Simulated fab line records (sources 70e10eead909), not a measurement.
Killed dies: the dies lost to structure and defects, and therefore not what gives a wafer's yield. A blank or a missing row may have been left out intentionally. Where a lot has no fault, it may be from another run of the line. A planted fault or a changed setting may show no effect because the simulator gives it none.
Which of the tools did it? -- flow nand_harc -- 24 lots with 72 wafers sampled at 6 steps, on a route of 1159 steps

## WHAT THE GAUGES READ, wafer by wafer
No reading from a measuring or inspecting step in the record can be judged against a usual standard deviation.

## WHICH TOOL RAN EACH LOT (tool, then ch and the chambers of the sampled wafers, then the start)
lot,NHARC_A_STAIRCASE_STRIP_476,NHARC_A_STAIRCASE_DEP_151,NHARC_A_STAIRCASE_DEP_322,NHARC_A_STAIRCASE_CMP_152,NHARC_A_SGD_CUT_CMP_21,NHARC_A_SLIT_ETCH_29
L074,"rie_diel-12 ch 0,1,2, day 12 04:16","pecvd-04 ch 0,1,2, day 12 16:53","pecvd-01 ch 0,1, day 12 23:55","cmp-02 ch 1,2,3, day 13 20:58","cmp-04 ch 0,2, day 14 05:02","rie_diel-04 ch 0,3, day 14 14:32"
L075,"rie_diel-12 ch 0,1,3, day 12 05:10","pecvd-02 ch 1, day 12 16:46","pecvd-02 ch 0,2, day 12 23:55","cmp-02 ch 2,3, day 13 20:02","cmp-01 ch 1,2,3, day 14 05:02","rie_diel-04 ch 0,2,3, day 14 12:49"
L076,"rie_diel-08 ch 0,2,3, day 12 12:50","pecvd-02 ch 0,1,2, day 13 03:17","pecvd-01 ch 0,1, day 13 14:01","cmp-01 ch 0,3, day 14 11:22","cmp-04 ch 0,1,2, day 14 21:20","rie_diel-02 ch 1,2,3, day 15 04:49"
L077,"rie_diel-08 ch 1,3, day 12 19:37","pecvd-02 ch 1,2, day 13 07:52","pecvd-02 ch 0,1,2, day 13 14:01","cmp-02 ch 1,2,3, day 14 11:31","cmp-01 ch 0,1, day 14 21:19","rie_diel-07 ch 1,3, day 15 06:16"
L078,"rie_diel-08 ch 1,2, day 12 22:02","pecvd-04 ch 0,1,2, day 13 07:50","pecvd-04 ch 0,1, day 13 13:56","cmp-01 ch 0,3, day 14 11:55","cmp-02 ch 0,2,3, day 14 21:20","rie_diel-04 ch 1,2,3, day 15 04:34"
L080,"rie_diel-08 ch 1,2,3, day 13 02:35","pecvd-04 ch 1,2, day 13 14:47","pecvd-01 ch 0,2, day 13 22:46","cmp-01 ch 0,2, day 14 18:38","cmp-01 ch 1,2,3, day 15 04:20","rie_diel-02 ch 1,3, day 15 11:15"
L079,"rie_diel-12 ch 0,1, day 13 03:01","pecvd-01 ch 0,1,2, day 13 14:46","pecvd-04 ch 0,1, day 13 22:31","cmp-02 ch 0,1,2, day 14 18:57","cmp-04 ch 0,1,2, day 15 04:21","rie_diel-07 ch 0,1, day 15 11:23"
L082,"rie_diel-06 ch 0,1,2, day 13 14:40","pecvd-02 ch 0,1, day 14 02:49","pecvd-04 ch 0,1,2, day 14 14:00","cmp-02 ch 0,2,3, day 15 08:10","cmp-04 ch 0,1,2, day 15 16:22","rie_diel-02 ch 1,2,3, day 15 23:43"
L083,"rie_diel-06 ch 0,2, day 13 17:13","pecvd-01 ch 0,2, day 14 03:00","pecvd-02 ch 0,1,2, day 14 13:52","cmp-01 ch 1,2,3, day 15 08:01","cmp-02 ch 2,3, day 15 16:23","rie_diel-07 ch 1,2,3, day 16 00:11"
L081,"rie_diel-08 ch 0,2,3, day 14 01:06","pecvd-01 ch 0,2, day 14 17:35","pecvd-01 ch 0,1,2, day 15 01:37","cmp-01 ch 0,1, day 15 19:45","cmp-04 ch 1,2, day 16 05:58","rie_diel-07 ch 1,2, day 16 15:19"
L085,"rie_diel-08 ch 1,2,3, day 14 12:41","pecvd-01 ch 0,1,2, day 15 02:32","pecvd-02 ch 1,2, day 15 11:41","cmp-01 ch 0,1,2, day 16 07:57","cmp-02 ch 0,1,3, day 16 15:43","rie_diel-02 ch 1,2,3, day 16 22:28"
L084,"rie_diel-12 ch 0,2,3, day 14 14:06","pecvd-04 ch 1,2, day 15 02:28","pecvd-04 ch 0,1,2, day 15 11:47","cmp-03 ch 0,2, day 16 07:38","cmp-04 ch 0,1,3, day 16 15:43","rie_diel-07 ch 0,1,2, day 16 22:43"
L086,"rie_diel-06 ch 0,1,2, day 15 02:44","pecvd-04 ch 0,1,2, day 15 14:58","pecvd-04 ch 0,2, day 15 22:55","cmp-02 ch 0,1,3, day 16 17:35","cmp-01 ch 0,2,3, day 17 03:43","rie_diel-02 ch 0,2,3, day 17 13:28"
L087,"rie_diel-12 ch 0,1, day 15 03:41","pecvd-01 ch 0,1,2, day 15 15:04","pecvd-02 ch 1,2, day 15 22:49","cmp-03 ch 0,1,2, day 16 16:55","cmp-04 ch 0,2, day 17 03:44","rie_diel-04 ch 0,2, day 17 12:53"
L088,"rie_diel-08 ch 2,3, day 15 10:46","pecvd-01 ch 0,1, day 15 23:00","pecvd-04 ch 0,1,2, day 16 09:05","cmp-03 ch 1,3, day 17 02:54","cmp-04 ch 0,2, day 17 13:37","rie_diel-02 ch 0,1,2, day 17 21:01"
L089,"rie_diel-12 ch 0,1,2, day 15 16:17","pecvd-02 ch 0,1,2, day 16 04:44","pecvd-02 ch 0,1,2, day 16 09:14","cmp-03 ch 0,1,3, day 17 04:35","cmp-01 ch 0,3, day 17 13:35","rie_diel-04 ch 2,3, day 17 22:02"
L090,"rie_diel-06 ch 0,2, day 16 04:57","pecvd-01 ch 0,1,2, day 16 17:14","pecvd-01 ch 0,2, day 17 01:06","cmp-03 ch 1,2,3, day 17 21:33","cmp-02 ch 0,3, day 18 05:58","rie_diel-02 ch 2,3, day 18 12:49"
L091,"rie_diel-08 ch 0,2, day 16 06:02","pecvd-02 ch 0,2, day 16 17:42","pecvd-02 ch 0,1,2, day 17 01:47","cmp-03 ch 0,2, day 17 23:31","cmp-01 ch 0,2,3, day 18 05:58","rie_diel-07 ch 0,1, day 18 14:29"
L093,"rie_diel-08 ch 1,2,3, day 16 08:11","pecvd-02 ch 0,1,2, day 16 17:07","pecvd-01 ch 0,1,2, day 17 01:34","cmp-03 ch 0,2,3, day 17 21:50","cmp-04 ch 0,1,2, day 18 06:04","rie_diel-07 ch 1,2,3, day 18 16:11"
L092,"rie_diel-12 ch 0,1,3, day 16 09:47","pecvd-01 ch 0,1,2, day 16 17:54","pecvd-02 ch 0,2, day 17 01:12","cmp-01 ch 0,2,3, day 17 22:04","cmp-02 ch 1,3, day 18 06:06","rie_diel-04 ch 1,3, day 18 16:55"
L094,"rie_diel-06 ch 1,3, day 16 19:22","pecvd-01 ch 0,1,2, day 17 07:29","pecvd-01 ch 1,2, day 17 14:44","cmp-03 ch 1,2,3, day 18 08:50","cmp-01 ch 1,3, day 18 17:10","rie_diel-07 ch 0,2,3, day 19 00:25"
L095,"rie_diel-06 ch 1,2,3, day 16 20:45","pecvd-04 ch 1,2, day 17 07:41","pecvd-02 ch 1,2, day 17 14:49","cmp-02 ch 0,1,2, day 18 09:17","cmp-04 ch 0,3, day 18 17:15","rie_diel-04 ch 0,1,3, day 19 01:01"
L097,"rie_diel-06 ch 0,2, day 17 11:38","pecvd-01 ch 1,2, day 17 23:44","pecvd-01 ch 0,1,2, day 18 07:57","cmp-01 ch 0,2,3, day 19 04:04","cmp-04 ch 0,2,3, day 19 13:16","rie_diel-07 ch 0,1,2, day 19 21:07"
L096,"rie_diel-12 ch 2,3, day 17 20:44","pecvd-04 ch 0,1,2, day 18 08:50","pecvd-02 ch 1,2, day 18 16:53","cmp-01 ch 0,3, day 19 14:05","cmp-02 ch 0,1, day 20 00:08","rie_diel-02 ch 2,3, day 20 07:08"
- NHARC_A_STAIRCASE_STRIP_476: strips in O2, time 20 s.
- NHARC_A_STAIRCASE_DEP_151: deposits SiO2, target thk 3800 nm.
- NHARC_A_STAIRCASE_DEP_322: deposits SiO2, target thk 3800 nm.
- NHARC_A_STAIRCASE_CMP_152: polishes.
- NHARC_A_SGD_CUT_CMP_21: polishes, target thk 148.19 nm.
- NHARC_A_SLIT_ETCH_29: etches the open film in CF4/O2, target depth 100 nm, overetch 10 nm, time 55 s.

## AS READ BY THE TOOLS THEMSELVES (means over the sampled wafers that have a number; for cases with no such wafer, the mark the record gives instead)
NHARC_A_STAIRCASE_STRIP_476. Usual: drypump_motor_current_A 5.8 A, standard deviation 0.47; o2_flow_sccm 500.0 sccm, standard deviation 1.5; oes_product_au 0.997 a.u., standard deviation 0.011; rf_vpp_V 57.8 V, standard deviation 0.91; showerhead_plenum_p_Torr 3.52 Torr, standard deviation 0.12; throttle_valve_pct 17.037 %, standard deviation 0.0093.
lot,tool,drypump_motor_current_A (A),o2_flow_sccm (sccm),oes_product_au (a.u.),rf_vpp_V (V),showerhead_plenum_p_Torr (Torr),throttle_valve_pct (%),flag
L074,rie_diel-12,5.8,499.9,0.990,58.2,3.57,17.039,
L075,rie_diel-12,5.5,499.8,0.985,58.8,3.54,17.028,
L076,rie_diel-08,5.6,499.5,1.000,57.1,3.40,17.034,
L077,rie_diel-08,6.1,501.3,0.996,57.8,3.62,17.036,
L078,rie_diel-08,6.1,498.1,1.017,59.3,3.45,17.043,
L080,rie_diel-08,5.9,499.9,1.008,57.9,3.49,17.037,
L079,rie_diel-12,5.9,500.5,0.984,58.5,3.61,17.039,
L082,rie_diel-06,5.7,500.5,0.991,57.9,3.57,17.040,
L083,rie_diel-06,5.5,499.2,0.996,58.2,3.51,17.035,
L081,rie_diel-08,5.6,500.0,1.003,58.1,3.39,17.045,
L085,rie_diel-08,5.9,499.2,0.996,58.1,3.49,17.037,
L084,rie_diel-12,5.4,500.2,0.990,58.1,3.48,17.041,
L086,rie_diel-06,5.8,499.6,1.000,58.3,3.56,17.038,
L087,rie_diel-12,5.9,499.2,0.986,57.9,3.55,17.037,
L088,rie_diel-08,5.6,499.8,1.001,57.2,3.36,17.036,
L089,rie_diel-12,5.7,499.6,0.996,58.1,3.55,17.033,
L090,rie_diel-06,5.5,497.8,0.993,57.9,3.49,17.042,
L091,rie_diel-08,5.8,499.3,1.003,57.5,3.36,17.026,
L093,rie_diel-08,5.9,500.5,0.999,57.0,3.48,17.037,
L092,rie_diel-12,5.6,499.3,0.991,58.0,3.52,17.043,
L094,rie_diel-06,6.0,500.1,0.989,58.2,3.64,17.038,
L095,rie_diel-06,6.0,499.8,0.994,57.0,3.62,17.035,
L097,rie_diel-06,5.8,500.3,1.011,57.4,3.54,17.036,
L096,rie_diel-12,5.0,499.4,1.000,57.6,3.44,17.037,

NHARC_A_STAIRCASE_DEP_151. Usual: heater_power_w reads 645 W (standard deviation 85).
lot,tool,heater_power_w (W),flag
L074,pecvd-04,760,
L075,pecvd-02,640,
L076,pecvd-02,650,
L077,pecvd-02,625,
L078,pecvd-04,721,
L080,pecvd-04,675,
L079,pecvd-01,600,
L082,pecvd-02,655,
L083,pecvd-01,574,
L081,pecvd-01,608,
L085,pecvd-01,588,
L084,pecvd-04,684,
L086,pecvd-04,731,
L087,pecvd-01,603,
L088,pecvd-01,632,
L089,pecvd-02,604,
L090,pecvd-01,598,
L091,pecvd-02,680,
L093,pecvd-02,696,
L092,pecvd-01,615,
L094,pecvd-01,570,
L095,pecvd-04,667,
L097,pecvd-01,647,
L096,pecvd-04,673,

NHARC_A_STAIRCASE_DEP_322. Usual: heater_power_w reads 655 W (standard deviation 87).
lot,tool,heater_power_w (W),flag
L074,pecvd-01,645,
L075,pecvd-02,748,
L076,pecvd-01,581,
L077,pecvd-02,648,
L078,pecvd-04,749,
L080,pecvd-01,578,
L079,pecvd-04,698,
L082,pecvd-04,733,
L083,pecvd-02,643,
L081,pecvd-01,584,
L085,pecvd-02,616,
L084,pecvd-04,682,
L086,pecvd-04,688,
L087,pecvd-02,597,
L088,pecvd-04,699,
L089,pecvd-02,602,
L090,pecvd-01,564,
L091,pecvd-02,672,
L093,pecvd-01,688,
L092,pecvd-02,705,
L094,pecvd-01,589,
L095,pecvd-02,583,
L097,pecvd-01,614,
L096,pecvd-02,591,

NHARC_A_STAIRCASE_CMP_152. Usual: motor_current_A reads 11.7 A (standard deviation 1.3).
lot,tool,motor_current_A (A),flag
L074,cmp-02,11.4,
L075,cmp-02,10.4,
L076,cmp-01,11.1,
L077,cmp-02,11.4,
L078,cmp-01,12.2,
L080,cmp-01,11.3,
L079,cmp-02,11.4,
L082,cmp-02,10.7,
L083,cmp-01,11.9,
L081,cmp-01,10.9,
L085,cmp-01,11.4,
L084,cmp-03,13.4,
L086,cmp-02,11.0,
L087,cmp-03,13.3,
L088,cmp-03,11.6,
L089,cmp-03,11.8,
L090,cmp-03,11.3,
L091,cmp-03,13.3,
L093,cmp-03,12.2,
L092,cmp-01,11.9,
L094,cmp-03,11.3,
L095,cmp-02,11.6,
L097,cmp-01,11.7,
L096,cmp-01,12.1,

NHARC_A_SGD_CUT_CMP_21. Usual: motor_current_A 11.4 A, standard deviation 0.83; time_to_endpoint_s 51 s, standard deviation 3.7.
lot,tool,motor_current_A (A),time_to_endpoint_s (s),flag
L074,cmp-04,11.2,52,
L075,cmp-01,12.2,46,
L076,cmp-04,11.3,55,
L077,cmp-01,10.8,53,
L078,cmp-02,11.3,51,
L080,cmp-01,12.0,52,
L079,cmp-04,11.4,55,
L082,cmp-04,11.5,51,
L083,cmp-02,10.1,48,
L081,cmp-04,11.6,53,
L085,cmp-02,11.1,51,
L084,cmp-04,11.6,52,
L086,cmp-01,11.5,49,
L087,cmp-04,10.8,52,
L088,cmp-04,11.1,49,
L089,cmp-01,12.1,52,
L090,cmp-02,10.2,46,
L091,cmp-01,11.4,52,
L093,cmp-04,11.2,52,
L092,cmp-02,10.7,48,
L094,cmp-01,12.0,50,
L095,cmp-04,11.9,46,
L097,cmp-04,11.2,51,
L096,cmp-02,11.9,50,

NHARC_A_SLIT_ETCH_29. Usual: drypump_motor_current_A 5.6 A, standard deviation 0.4; o2_flow_sccm 20.01 sccm, standard deviation 0.056; oes_product_au 1.005 a.u., standard deviation 0.011; rf_vpp_V 198.6 V, standard deviation 1.4; showerhead_plenum_p_Torr 1.37 Torr, standard deviation 0.05; throttle_valve_pct 13.397 %, standard deviation 0.0081.
lot,tool,drypump_motor_current_A (A),o2_flow_sccm (sccm),oes_product_au (a.u.),rf_vpp_V (V),showerhead_plenum_p_Torr (Torr),throttle_valve_pct (%),flag
L074,rie_diel-04,6.1,19.97,1.013,198.4,1.40,13.395,
L075,rie_diel-04,5.8,20.00,1.000,199.3,1.39,13.404,
L076,rie_diel-02,5.6,20.02,1.014,199.4,1.39,13.396,
L077,rie_diel-07,5.3,20.02,1.002,196.4,1.30,13.394,
L078,rie_diel-04,6.0,20.07,0.997,199.3,1.39,13.401,
L080,rie_diel-02,5.6,19.96,1.005,199.5,1.42,13.401,
L079,rie_diel-07,5.1,20.02,1.005,198.7,1.38,13.404,
L082,rie_diel-02,5.5,20.01,1.003,198.4,1.39,13.405,
L083,rie_diel-07,5.4,20.01,1.001,198.2,1.35,13.388,
L081,rie_diel-07,5.4,20.02,1.022,199.8,1.40,13.397,
L085,rie_diel-02,5.6,20.08,1.006,199.1,1.39,13.399,
L084,rie_diel-07,5.4,20.03,1.019,198.4,1.38,13.399,
L086,rie_diel-02,5.8,19.99,1.003,198.1,1.36,13.399,
L087,rie_diel-04,5.5,19.99,0.998,198.8,1.38,13.402,
L088,rie_diel-02,5.9,19.96,1.009,199.1,1.37,13.395,
L089,rie_diel-04,6.1,20.01,1.002,199.3,1.38,13.401,
L090,rie_diel-02,5.5,20.00,1.002,198.7,1.37,13.389,
L091,rie_diel-07,5.1,20.01,0.998,199.0,1.37,13.396,
L093,rie_diel-07,5.4,20.04,1.007,197.4,1.35,13.400,
L092,rie_diel-04,6.3,20.00,1.000,199.7,1.40,13.392,
L094,rie_diel-07,5.4,19.97,0.999,197.1,1.33,13.403,
L095,rie_diel-04,6.0,20.02,1.004,199.2,1.41,13.393,
L097,rie_diel-07,5.3,19.99,1.007,199.2,1.38,13.393,
L096,rie_diel-02,5.5,19.99,0.999,199.1,1.37,13.402,

## THE ANSWER, worked out from the rows above alone
Rule: a lot counts as off when the mean over its wafers that have a number is more than 3 standard deviations away from the usual mean. A lot without any number at a reading at which 4 lots or more have one is off too. Any other lot the step has rows for is counted as sound. First the gauges in route order, then the tools' own readings, where a lot's mean is used as printed above. The first step at which some lot is off is used, and at that step the reading that is off furthest; a lot without a number counts as furthest.
None of the lots is off at any reading shown; this tells nothing.

## WHAT THE SIMULATOR PUT IN
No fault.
